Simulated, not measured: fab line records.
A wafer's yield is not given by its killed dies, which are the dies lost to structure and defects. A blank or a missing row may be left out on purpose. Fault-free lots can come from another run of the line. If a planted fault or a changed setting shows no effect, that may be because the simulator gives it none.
Struck lot and sound lot, side by side    flow nand-harc    15 out of 1302 route steps
Sound: the wafers L775.1, L775.4, L775.5. Struck: wafers L781.1, L781.2, L781.3. The cause comes at the end.
At each step with rows: each side's tool, then ch and its chambers, then its first start. Under that, the readings that differ: sound wafers    struck wafers    difference of the means    sigmas: that difference in standard deviations of wafers without a fault.
alike: readings with means less than 2 such deviations apart, plus words and numbers identical on both sides. not compared: withheld readings, readings lacking a value on some wafer, bounds such as >300 that could conceal the same value, and numbers that have no deviation in the record and whose values overlap.
The two part at a step that has a row with sigmas, a row that says differs or no value, or rows on one side only. Non-overlapping numbers with no deviation appear without sigmas and do not part them. Lack of a reading on every wafer of one side parts them only where that side has two or more wafers.

NHARC_A_SGD_CUT_ETCH_15: etches the open film in CH3F/O2, target depth 75 nm, time 64.3 s.
  sound on rie-diel-03 ch 1,3; struck on rie-diel-02 ch 0,1,2
reading                sound              struck             difference  sigmas
oes-product-au (a.u.)  0.909 0.916 0.922  0.981 0.982 0.990  +0.069      +3
  alike: drypump-motor-current-A, rf-fwd-power-W, rf-vpp-V, showerhead-plenum-p-Torr, throttle-valve-pct
  not compared: rf-hours-counter-h
NHARC_A_SGD_CUT_ETCH_16: etches the open film in C4F8/O2/Ar, target depth 310.5 nm, time 155.2 s.
  sound on rie-diel-03 ch 1,2,3; struck on rie-diel-02 ch 0,1,2
reading                sound              struck             difference  sigmas
oes-product-au (a.u.)  0.940 0.926 0.935  0.991 0.975 0.986  +0.050      +3
  alike: rf-fwd-power-W, rf-vpp-V
  not compared: rf-hours-counter-h
then, 1 step without rows for these wafers: NHARC_A_SGD_CUT_STRIP_60 (strips in C4F8/O2/Ar).
NHARC_A_SGD_CUT_STRIP_17: strips in O2.
  sound on rie-diel-03 ch 1,2; struck on rie-diel-02 ch 0,1,3
  alike: drypump-motor-current-A, oes-product-au, rf-vpp-V, showerhead-plenum-p-Torr, throttle-valve-pct
  not compared: rf-hours-counter-h
then, 4 steps without rows for these wafers: NHARC_A_SGD_CUT_PRECLEAN_18 (cleans in SC1); NHARC_A_SGD_CUT_SRD_19; NHARC_A_SGD_CUT_DEP_20 (deposits SiO2, target thk 150 nm); NHARC_A_SGD_CUT_ANNEAL_27 (time 1800 s).
NHARC_A_SGD_CUT_CMP_21: polishes, target thk 148.19 nm.
  sound on cmp-02 ch 0,1,3, day 19 15:52; struck on cmp-01 ch 1,2,3, day 21 22:38
  alike: motor-current-A, time-to-endpoint-s
NHARC_A_SGD_CUT_THK_MEAS_22: measures by ellipsometry.
  struck on film-metro-01, day 21 22:52; sound on film-metro-01, day 19 16:05
  alike: thk-nm
then, 2 steps without rows for these wafers: NHARC_A_SGD_CUT_SRD_23; NHARC_A_SGD_CUT_ETCH_26 (etches SiO2 in dHF, target depth 45.8 nm).
NHARC_A_SGD_CUT_ETCHBACK_24: etches the open film in CH3F/O2, target depth 50 nm, time 92.857 s.
  sound on rie-diel-03 ch 0,2,3, day 19 16:20; struck on rie-diel-03 ch 0,1,2, day 21 23:05
reading                sound           struck                   difference  sigmas
oes-product-au (a.u.)  0.92 0.93 0.92  1.00 1.03 1.00           +0.09       +2
over-etch-frac         0.3 0.3 0.3     0.63899 0.63899 0.63899  +0.33899    
  alike: drypump-motor-current-A, rf-fwd-power-W, rf-vpp-V, showerhead-plenum-p-Torr, throttle-valve-pct
  not compared: rf-hours-counter-h
NHARC_A_SGD_CUT_STRIP_28: strips in O2, time 20 s.
  sound on rie-diel-03 ch 0,1,2; struck on rie-diel-03 ch 0,1,2
  alike: drypump-motor-current-A, oes-product-au, rf-vpp-V, showerhead-plenum-p-Torr, throttle-valve-pct
  not compared: rf-hours-counter-h
-- jump in the record: it breaks off in module A_SGD_CUT and resumes in module END (first step shown: number 1302 of the route), and 5 days separate the struck wafers' starts before and after --
NHARC_END_SORT_01:
  at this point the record logs the struck wafers (prober-02 ch 0, day 27 03:38) and has no rows for the sound ones

== WHERE THEY PART ==
Earliest at NHARC_A_SGD_CUT_ETCH_15; latest, in this record, at NHARC_END_SORT_01.

WHY: the cause the simulator had injected
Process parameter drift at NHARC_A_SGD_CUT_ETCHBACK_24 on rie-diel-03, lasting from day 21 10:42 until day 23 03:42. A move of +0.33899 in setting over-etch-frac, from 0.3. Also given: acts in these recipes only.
